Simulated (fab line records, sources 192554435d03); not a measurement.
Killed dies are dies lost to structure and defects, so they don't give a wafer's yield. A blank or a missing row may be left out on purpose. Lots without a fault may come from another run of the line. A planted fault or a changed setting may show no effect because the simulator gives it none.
A struck lot beside a sound one | flow n5_finfet | 26 steps out of a route of 1938
Sound: wafers L840.1, L840.3, L840.4. Struck: wafer L858.4. (L858.6 of the same lot was not struck and is left out.) The cause comes at the end.
At each step with rows: each side's tool, then ch and its chambers, then its first start. Under that, the readings that differ: sound wafers | struck wafers | difference of the means | sigmas: that difference in standard deviations of wafers without a fault.
alike: readings whose means differ by less than 2 such deviations, and words and numbers that are the same on both sides. not compared: withheld readings, readings that some wafer has no value for, bounds like >300 that may hide the same value, and numbers for which the record gives no deviation and whose values overlap.
The two part at a step that has a row with sigmas, a row that says differs or no value, or rows on one side only. Numbers that don't overlap but have no deviation are shown without sigmas and don't part them. A reading that every wafer of one side lacks parts them only if that side has two wafers or more.

first, 9 steps without rows for these wafers: N5_BEOL_M9_DESCUM_33 (chemistry O2, time 7 s); N5_BEOL_M9_ETCH_76 (etches underlayer in N2/H2, target depth 6.5 nm, time 5.2 s); N5_BEOL_M9_ETCH_65 (etches SiARC in CF4, target depth 15.6 nm, time 26 s); N5_BEOL_M9_ETCH_66 (etches SOC in N2/H2, target depth 80 nm, overetch 16 nm, time 120 s); N5_BEOL_M9_STRIP_69 (strips in N2/H2); N5_BEOL_M9_STRIP_77 (strips in N2/H2); N5_BEOL_M9_VIA_ETCH_34 (etches SiCOH lowk in C4F6/O2, target depth 182.4 nm, time 68.4 s); N5_BEOL_M9_STRIP_73 (strips in C4F6/O2); N5_BEOL_M9_STRIP_36 (strips in N2/H2).
N5_BEOL_M9_TRENCH_ETCH_37: etches SiCOH lowk in C4F6/O2, target depth 151.43 nm, time 49 s.
  sound on rie_diel-03 ch 0,2,3, day 10 09:26; struck on rie_diel-03 ch 2, day 14 20:49
  reading                             | sound             | struck | difference | sigmas
  run_length_s (s)                    | 72.5 72.2 72.0    | 73.5   | +1.3       | +3
  model.etch.depth_nm (nm)            | 148.3 147.6 148.8 | 151.9  | +3.7       |
  model.BEOL_M9.feature_depth_nm (nm) | 148.4 147.6 148.8 | 151.8  | +3.5       |
  alike: drypump_motor_current_A, mfc_ar_sccm, oes_ar_750_au, oes_o_777_au, oes_product_au, rf_vpp_V, showerhead_plenum_p_Torr, throttle_valve_pct
  not compared: rf_hours_counter_h
then, 15 steps without rows for these wafers: N5_BEOL_M9_ETCH_41 (etches SiCN in CH3F/O2, target depth 36.6 nm, time 70.1 s); N5_BEOL_M9_STRIP_80 (strips in N2/H2, time 10 s); N5_BEOL_M9_HM_STRIP_39 (strips TiN in peroxide tin strip, target depth 25 nm, time 158 s); N5_BEOL_M9_SRD_40 (time 30 s); N5_BEOL_M9_PRECLEAN_42 (cleans in residue remover, time 60 s); N5_BEOL_M9_SRD_43 (time 30 s); N5_BEOL_M9_CURE_72 (cures SiCOH lowk, time 120 s); N5_BEOL_M9_DEGAS_44 (time 60 s); N5_BEOL_M9_PRE_CLEAN_45 (time 30 s); N5_BEOL_M9_ALD_74 (deposits TaN, target thk 2 nm, pulse time 2 s, purge time 3 s); N5_BEOL_M9_SURFACE_TREAT_79; N5_BEOL_M9_CVD_78 (deposits Co from CCTBA/H2, target thk 2 nm, time 138.9 s); N5_BEOL_M9_SPUTTER_48 (material Cu, target thk 12 nm, time 2 s); N5_BEOL_M9_ECD_50 (material Cu, target thk 318 nm); N5_BEOL_M9_ANNEAL_51 (time 90 s).
N5_BEOL_M9_CMP_52: polishes, stops on SiCOH lowk, t overpolish 7 s, target thk 140 nm.
  sound on cmp-03 ch 0,1,2, day 10 12:56; struck on cmp-02 ch 2, day 14 22:58
  reading                                | sound             | struck | difference | sigmas
  barrier_field_endpoint_s (s)           | 28.3 28.2 28.1    | 29.9   | +1.7       | +3
  time_to_endpoint_s (s)                 | 65 65 67          | 76     | +10        | +3
  model.Cu_of_BEOL_M9_ECD_50.thk_nm (nm) | 135.8 135.6 135.8 | 143    | +7         |
  alike: motor_current_A, overpolish_run_s

WHERE THEY PART
First at N5_BEOL_M9_TRENCH_ETCH_37; last, within this record, at N5_BEOL_M9_CMP_52.

WHY: what the simulator had put in
Process parameter drift: rie_diel-03, from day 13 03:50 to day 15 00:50, at N5_BEOL_M9_TRENCH_ETCH_37. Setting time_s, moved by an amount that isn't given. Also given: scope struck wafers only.
